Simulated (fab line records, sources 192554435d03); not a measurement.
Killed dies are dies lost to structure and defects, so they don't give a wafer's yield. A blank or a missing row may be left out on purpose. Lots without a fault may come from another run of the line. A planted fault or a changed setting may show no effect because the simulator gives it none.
Chamber matching | flow n5_finfet | N5_PASSIVATION_PECVD_01 on pecvd-03: 3 sister chambers
The step deposits SiNx from SiH4/NH3/N2, target thk 200 nm, time 43.2 s. 3 wafers are shown with their chamber, then 7 later ones without.

WAFERS WITH THEIR CHAMBER
wafer  | chamber | showerhead_plenum_p_Torr (Torr)
L082.4 | 1       | 8.68
L088.2 | 2       | 8.51
L088.4 | 0       | 8.63

WAFERS WITHOUT THEIR CHAMBER
wafer  | showerhead_plenum_p_Torr (Torr)
L088.6 | 8.52
L091.4 | 8.71
L091.5 | 8.52
L091.6 | 8.63
L093.2 | 8.65
L093.4 | 8.65
L093.5 | 8.52

WHICH CHAMBER EACH WENT THROUGH
wafer  | from the rows above     | in truth
L088.6 | 2                       | 2
L091.4 | 1                       | 1
L091.5 | 2                       | 2
L091.6 | 0                       | 0
L093.2 | can't be placed: 0 or 1 | 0
L093.4 | can't be placed: 0 or 1 | 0
L093.5 | 2                       | 2
Placed correctly: 5 of 7. Can't be placed from these rows: 2 (the true chamber is among the candidates in 2). Placed wrongly: 0.
How it was worked out, from the rows above alone: a wafer's distance from a chamber is the root of the sum, over the readings, of the square of ((its reading less the chamber's mean) divided by the reading's scatter). The wafer belongs to the nearest chamber; if the next one is less than 2 further off, it can't be placed. A chamber's mean is the mean of its shown wafers. The scatter: with one shown wafer a chamber, the root of the mean of the squares of how far each hidden wafer lies from its nearest shown one.
